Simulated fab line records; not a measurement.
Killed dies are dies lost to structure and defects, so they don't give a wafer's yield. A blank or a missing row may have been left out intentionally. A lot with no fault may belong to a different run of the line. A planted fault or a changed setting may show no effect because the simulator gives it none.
Chamber matching ; flow n5 finfet ; 4 sister chambers for N5_MOL_CONTACT_COAG_ALD_133 on ald sin-03
The step deposits SiO2, target thk 5 nm, pulse time 1 s, co reactant pulse time 1 s. 4 wafers are shown with their chamber, then 12 later ones without.

WAFERS, EACH WITH ITS CHAMBER
wafer;chamber;heater power w (W)
L082.1;1;64
L086.1;0;82
L086.3;2;74
L086.4;3;78

WAFERS WITH NO CHAMBER GIVEN
wafer;heater power w (W)
L087.3;75
L087.4;79
L087.6;64
L091.1;63
L091.4;84
L091.5;66
L093.2;78
L093.4;73
L093.6;74
L095.1;74
L095.5;82
L095.6;64

WHICH CHAMBER EACH WENT THROUGH
wafer;from the rows above;in truth
L087.3;2;2
L087.4;3;3
L087.6;1;1
L091.1;1;1
L091.4;0;0
L091.5;1;1
L093.2;3;3
L093.4;2;2
L093.6;2;2
L095.1;2;2
L095.5;0;0
L095.6;1;1
12 of 12 placed correctly. From these rows, 0 cannot be placed. 0 placed wrongly.
How it was worked out, from the rows above alone: a wafer's distance from a chamber is the root of the sum, over the readings, of the square of ((its reading less the chamber's mean) divided by the reading's scatter). The wafer belongs to the nearest chamber; if the next one is less than 2 further off, it can't be placed. For every chamber, the mean is computed from those of its wafers that are shown. The scatter: root of mean squared gap, hidden wafer to nearest shown wafer, with one shown wafer a chamber.
